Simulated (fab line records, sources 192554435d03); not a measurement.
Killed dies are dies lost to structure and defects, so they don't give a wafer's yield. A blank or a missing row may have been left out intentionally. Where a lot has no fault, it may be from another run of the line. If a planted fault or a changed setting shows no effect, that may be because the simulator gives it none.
Comparing a struck lot with a sound one / flow n5 finfet / 42 out of 1938 route steps
Sound: wafers L985.2, L985.3, L985.5. Struck: wafer L999.3 (left out: L999.4, a lot-mate that was not struck); the cause follows at the end.
Each step with rows lists, per side, the tool, then ch with its chambers, then its first start. Under that, the readings that differ: sound wafers / struck wafers / difference of the means / sigmas: that difference in standard deviations of wafers without a fault.
alike: words and numbers the same on both sides, and readings whose means are apart by under 2 such deviations; not compared: readings that were withheld, readings missing a value for some wafer, numbers with overlapping values and no deviation given by the record, and bounds like >300 which may hide the same value.
A row with sigmas, a row that says differs or no value, or rows on one side alone: a step with any of these is where the two part. When numbers do not overlap yet have no deviation, they are printed without sigmas and do not part them. Lack of a reading on every wafer of one side parts them only where that side has two or more wafers.

first, 12 steps without rows for these wafers: N5_SD_EPI_N_STRIP_36 (strips in N2/H2); N5_SD_EPI_N_ETCHBACK_44 (etches SiNx in CH3F/O2, stops on SiO2, target depth 14.5 nm); N5_SD_EPI_N_ETCH_45 (etches SiOCN in CH3F/O2, target depth 6 nm); N5_SD_EPI_N_ETCH_16 (etches SiO2 in CHF3/O2, target depth 5 nm); N5_SD_EPI_N_STRIP_47 (strips in CHF3/O2); N5_SD_EPI_N_SD_RECESS_17 (chemistry HBr/Cl2/O2, target depth 41 nm, time 23.7 s, bt time 3 s); N5_SD_EPI_N_STRIP_38 (strips in N2/H2); N5_SD_EPI_N_WET_ETCH_43 (etches SiO2 in dHF, time 14 s, target depth 1.5 nm); N5_SD_EPI_N_STRIP_18 (strips in SPM, time 750 s); N5_SD_EPI_N_SRD_20 (time 30 s); N5_SD_EPI_N_PRECLEAN_48 (cleans in NF3:NH3, afs cycles 2, time 20 s, sublimation time 60 s); N5_SD_EPI_N_VAPOR_ETCH_50 (etches Si in HCl, time 54 s).
N5_SD_EPI_N_EPI_21: deposits Si:P, time 690 s.
  sound on epi rpcvd-02 ch 0, day 3 13:17; struck on epi rpcvd-02 ch 0, day 6 22:21
reading=epi growth time s (s); sound=690 690 690; struck=803.34; difference=+113.34; sigmas=
reading=model.Si-P_of_SD_EPI_N_EPI_21.thk nm (nm); sound=58 58.2 59; struck=65.8; difference=+7.4; sigmas=
N5_SD_EPI_N_EPI_MEAS_23:
  sound: film metro-02 at day 3 15:12; struck: film metro-01 at day 6 23:53
reading=thk nm (nm); sound=56.7 58.6 60.0; struck=64.9; difference=+6.5; sigmas=+6
then, 24 steps without rows for these wafers: N5_SD_EPI_N_PRECLEAN_24 (cleans in O3/DIW, time 60 s); N5_SD_EPI_N_SRD_25 (time 30 s); N5_SD_EPI_N_PRECLEAN_49 (cleans in NF3:NH3, afs cycles 1, time 20 s, sublimation time 60 s); N5_SD_EPI_N_LINER_46 (material SiNx, target thk 3 nm); N5_SD_EPI_P_COAT_34 (time 60 s, resist thk 350 nm); N5_SD_EPI_P_COAT_35 (time 60 s, resist thk 35 nm); N5_SD_EPI_P_COAT_03 (resist thk 150 nm); N5_SD_EPI_P_EBR_05; N5_SD_EPI_P_SOFTBAKE_04 (time 60 s); N5_SD_EPI_P_EXPOSE_06 (exposes mask SD P BLK, target cd 240 nm); N5_SD_EPI_P_PEB_07 (peb time 60 s); N5_SD_EPI_P_DEVELOP_08 (develop time 30 s); N5_SD_EPI_P_DESCUM_14 (chemistry O2, time 7.9 s); N5_SD_EPI_P_ETCH_36 (etches SiARC in CF4, target depth 45.5 nm, time 75.8 s); N5_SD_EPI_P_ETCH_37 (etches SOC in N2/H2, overetch 108 nm, time 486 s); N5_SD_EPI_P_STRIP_38 (strips in N2/H2); N5_SD_EPI_P_ETCHBACK_46 (etches SiNx in CH3F/O2, stops on SiO2, target depth 17.5 nm); N5_SD_EPI_P_ETCH_47 (etches SiOCN in CH3F/O2, target depth 25 nm); N5_SD_EPI_P_ETCH_16 (etches SiO2 in CHF3/O2, target depth 5 nm); N5_SD_EPI_P_STRIP_50 (strips in CHF3/O2); N5_SD_EPI_P_SD_RECESS_17 (chemistry HBr/Cl2/O2, target depth 39.1 nm, bt time 3 s); N5_SD_EPI_P_WET_ETCH_45 (etches SiO2 in dHF, time 10.7 s, target depth 2 nm, rinse time 30 s); N5_SD_EPI_P_STRIP_40 (strips in N2/H2); N5_SD_EPI_P_PRECLEAN_52 (cleans in O3/DIW, time 60 s).
N5_SD_ACTIVATION_RS_MEAS_03: the measuring method here is four-point-probe.
  sound: film metro-01 at day 3 21:07; struck: film metro-01 at day 7 06:05
reading=RS_SD_N (ohm/sq); sound=22.26 22.20 21.97; struck=19.56; difference=-2.58; sigmas=-10
  alike: RS_SD_P
N5_MOL_CONTACT_COAG_ETCH_15: etches SiNx in CH3F/O2, stops on Si:P, target depth 7 nm.
  sound on rie diel-03 ch 1,2,3, day 5 03:14; struck on rie diel-04 ch 2, day 8 12:17
reading=oes product au (a.u.); sound=0.64 0.61 0.62; struck=0.51; difference=-0.11; sigmas=-2
reading=throttle valve pct (%); sound=16.30 16.05 16.12; struck=16.83; difference=+0.67; sigmas=+3
reading=model.Si-P_of_SD_EPI_N_EPI_21.thk nm (nm); sound=57.2 57.4 58.2; struck=65; difference=+7; sigmas=
  alike: drypump motor current A, rf vpp V, showerhead plenum p Torr
  not compared: rf hours counter h
-- record jumps: 5 days separate the struck wafers' starts on either side; left off in module MOL_CONTACT_COAG, taken up again in module BEOL_M4, whose first shown step is the route's number 1111 --
N5_BEOL_M4_RC_MEAS_101:
  sound on prober-02 ch 0, day 9 15:51; struck on prober-02 ch 0, day 13 11:46
reading=RS_SD_N (ohm/sq); sound=28.7 28.8 28.3; struck=25.6; difference=-3.0; sigmas=-9
  alike: DIBL_N, DIBL_P, IOFF_N, IOFF_P, ION_N, ION_P, SS_N, SS_P, VT_N, VT_P
following that, these wafers have no rows for 1 step: N5_PASSIVATION_PROBE_49.

## WHERE THEY PART
First at N5_SD_EPI_N_EPI_MEAS_23; last, within this record, at N5_BEOL_M4_RC_MEAS_101.

WHY: what the simulator had put in
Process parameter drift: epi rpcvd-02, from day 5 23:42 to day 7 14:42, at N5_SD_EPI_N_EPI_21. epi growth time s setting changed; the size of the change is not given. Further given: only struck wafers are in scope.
